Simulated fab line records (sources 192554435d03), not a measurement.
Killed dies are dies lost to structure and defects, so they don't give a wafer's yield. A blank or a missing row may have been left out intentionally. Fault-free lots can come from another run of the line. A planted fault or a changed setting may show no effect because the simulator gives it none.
Lot-split experiment + flow n5-finfet + 21 wafers read across 7 lots, on a route 1938 steps long

THE SPLIT ITSELF
At N5_BEOL_M1_COAT_73 (time 60 s, resist thk 5 nm), the setting spin-rpm was moved away from the recipe's 1500 rpm on 7 of the 21 wafers read, by +6.3% to +11.2%. All remaining wafers had this setting at the recipe value.

FROM THE SPLIT TO THE READING: what the file shows between them, 4 steps
- N5_BEOL_M1_COAT_05: resist thk 30 nm (also split here: spin-rpm)
- N5_BEOL_M1_EBR_07
- N5_BEOL_M1_SOFTBAKE_06: time 60 s
- N5_BEOL_M1_DESCUM_16: chemistry O2, time 7 s

THE READING
etch.depth-nm (the simulator's own value, which no gauge read), in nm, at N5_BEOL_M1_ETCH_74 (etches underlayer in N2/H2, target depth 6.5 nm, time 5.2 s). The file gives no usual value for it. Here, 14 wafers ran the recipe; their average is 5.009 nm with a standard deviation of 0.019 nm.

| wafer  | tool, chamber at the split | spin-rpm as run, rpm | against the recipe | etch.depth-nm, nm | against lot-mates on the recipe |
|--------|----------------------------|----------------------|--------------------|-------------------|---------------------------------|
| L074.1 | litho-track-02, 0          | 1618                 | +7.9%              | 4.808             | no lot-mate on the recipe       |
| L074.3 | litho-track-02, 0          | 1618                 | +7.9%              | 4.806             | no lot-mate on the recipe       |
| L074.5 | litho-track-02, 0          | 1618                 | +7.9%              | 4.809             | no lot-mate on the recipe       |
| L077.3 | litho-track-04, 0          | 1500                 | recipe             | 4.983             | -                               |
| L077.4 | litho-track-04, 0          | 1594                 | +6.3%              | 4.849             | -0.127                          |
| L077.5 | litho-track-04, 0          | 1500                 | recipe             | 4.97              | -                               |
| L081.3 | litho-track-04, 0          | 1500                 | recipe             | 5.016             | -                               |
| L081.5 | litho-track-04, 0          | 1500                 | recipe             | 5.007             | -                               |
| L081.6 | litho-track-04, 0          | 1500                 | recipe             | 5.025             | -                               |
| L085.3 | litho-track-05, 0          | 1500                 | recipe             | 5.037             | -                               |
| L085.4 | litho-track-05, 0          | 1500                 | recipe             | 5.013             | -                               |
| L085.5 | litho-track-05, 0          | 1500                 | recipe             | 5.02              | -                               |
| L089.1 | litho-track-05, 0          | 1500                 | recipe             | 5.003             | -                               |
| L089.3 | litho-track-05, 0          | 1500                 | recipe             | 4.994             | -                               |
| L089.5 | litho-track-05, 0          | 1500                 | recipe             | 5.013             | -                               |
| L093.2 | litho-track-05, 0          | 1668                 | +11.2%             | 4.718             | -0.266                          |
| L093.5 | litho-track-05, 0          | 1668                 | +11.2%             | 4.728             | -0.256                          |
| L093.6 | litho-track-05, 0          | 1500                 | recipe             | 4.984             | -                               |
| L096.1 | litho-track-02, 0          | 1658                 | +10.5%             | 4.796             | -0.231                          |
| L096.2 | litho-track-02, 0          | 1500                 | recipe             | 5.034             | -                               |
| L096.5 | litho-track-02, 0          | 1500                 | recipe             | 5.021             | -                               |

THE FIT
A straight line over all 21 wafers: etch.depth-nm changes by -0.0244 nm for each +1% of spin-rpm; r = -0.98; the points scatter about the line by 0.02 nm.
The same after taking each lot's own level away (the mean of its wafers on the recipe; 18 wafers): -0.0227 nm for each +1%; r = -1.00; scatter 0.0088 nm.
On that fit, the largest move of spin-rpm shifts the reading by 0.25 nm.
Measured against the standard deviation above, the lots' own levels, which go from 4.9765 to 5.0275 nm, span 2.7 times it.
Hence the lot-to-lot level has little effect on the slope; both slopes agree.
Check: -0.248 nm against its lot-mates is what the line predicts for one of the wafers moved furthest among these (+11.2%) when that wafer is left out of the fit. Against them it came out at -0.266 nm.

OTHER SPLITS ON THESE WAFERS
These wafers also went through other splits before the reading. Each is held against what the fit with the lots' levels taken away leaves over:
| other split on the same wafers    | wafers away from the commonest value | r with etch.depth-nm (lot level and that fit taken away) |
|-----------------------------------|--------------------------------------|----------------------------------------------------------|
| N5_SDB_COAT_05 spin-rpm           | 4                                    | -0.12                                                    |
| N5_HKMG_FIN_COAT_29 spin-rpm      | 10                                   | +0.07                                                    |
| N5_HKMG_FIN_ETCH_31 bias-w        | 8                                    | -0.34                                                    |
| N5_GATE_CUT_DESCUM_18 time-s      | 5                                    | -0.06                                                    |
| N5_MOL_CONTACT_COAG_ALD_27 time-s | 5                                    | -0.21                                                    |
| N5_BEOL_M0_SAQP_PECVD_04 time-s   | 6                                    | -0.14                                                    |
| N5_BEOL_M0_SAQP_COAT_08 spin-rpm  | 7                                    | -0.22                                                    |
| N5_BEOL_M0_SAQP_DESCUM_19 time-s  | 4                                    | +0.05                                                    |
| N5_BEOL_M1_COAT_05 spin-rpm       | 8                                    | -0.05                                                    |

THE FILE'S OWN FIT
etch.depth-nm changes by -0.0224 nm for each +1% of spin-rpm, r = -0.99.
